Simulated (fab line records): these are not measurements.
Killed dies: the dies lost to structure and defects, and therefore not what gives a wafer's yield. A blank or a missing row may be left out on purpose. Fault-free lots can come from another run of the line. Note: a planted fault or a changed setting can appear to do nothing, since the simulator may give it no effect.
Chamber matching + flow n5-finfet + N5_BEOL_M7_STRIP_67 on rie-diel-06: 4 sister chambers
The step strips in CF4. 8 wafers are shown with their chamber, then 10 later ones without.

## WAFERS WITH THEIR CHAMBER
| wafer  | chamber | drypump-motor-current-A (A) | showerhead-plenum-p-Torr (Torr) |
|--------|---------|-----------------------------|---------------------------------|
| L082.5 | 3       | 6.1                         | 1.78                            |
| L086.1 | 2       | 5.6                         | 1.66                            |
| L086.2 | 3       | 6.2                         | 1.78                            |
| L087.1 | 1       | 5.2                         | 1.79                            |
| L087.3 | 0       | 5.7                         | 1.78                            |
| L087.6 | 2       | 5.6                         | 1.66                            |
| L090.3 | 1       | 5.2                         | 1.78                            |
| L090.4 | 0       | 5.7                         | 1.78                            |

## WAFERS WITH NO CHAMBER GIVEN
| wafer  | drypump-motor-current-A (A) | showerhead-plenum-p-Torr (Torr) |
|--------|-----------------------------|---------------------------------|
| L090.6 | 5.7                         | 1.78                            |
| L093.4 | 5.6                         | 1.65                            |
| L093.5 | 5.6                         | 1.66                            |
| L093.6 | 5.2                         | 1.78                            |
| L096.3 | 6.2                         | 1.78                            |
| L096.5 | 5.2                         | 1.78                            |
| L096.6 | 5.7                         | 1.65                            |
| L097.1 | 6.2                         | 1.78                            |
| L097.3 | 5.2                         | 1.78                            |
| L097.5 | 6.2                         | 1.77                            |

## WHICH CHAMBER EACH ONE RAN IN
| wafer  | from the rows above | in truth |
|--------|---------------------|----------|
| L090.6 | 0                   | 0        |
| L093.4 | 2                   | 2        |
| L093.5 | 2                   | 2        |
| L093.6 | 1                   | 1        |
| L096.3 | 3                   | 3        |
| L096.5 | 1                   | 1        |
| L096.6 | 2                   | 2        |
| L097.1 | 3                   | 3        |
| L097.3 | 1                   | 1        |
| L097.5 | 3                   | 3        |
10 of 10 placed correctly. Number that these rows cannot place: 0. Number placed wrongly: 0.
How it was worked out, from the rows above alone: a wafer's distance from a chamber is the root of the sum, over the readings, of the square of ((its reading less the chamber's mean) divided by the reading's scatter). If the next closest chamber is less than 2 further off than the closest, the wafer can't be placed; otherwise it belongs to the closest. Each chamber's mean is taken over the wafers shown for it. The scatter is the square root of a quotient: the sum, over the shown wafers, of each reading's squared deviation from its chamber's mean, divided by wafers minus chambers.
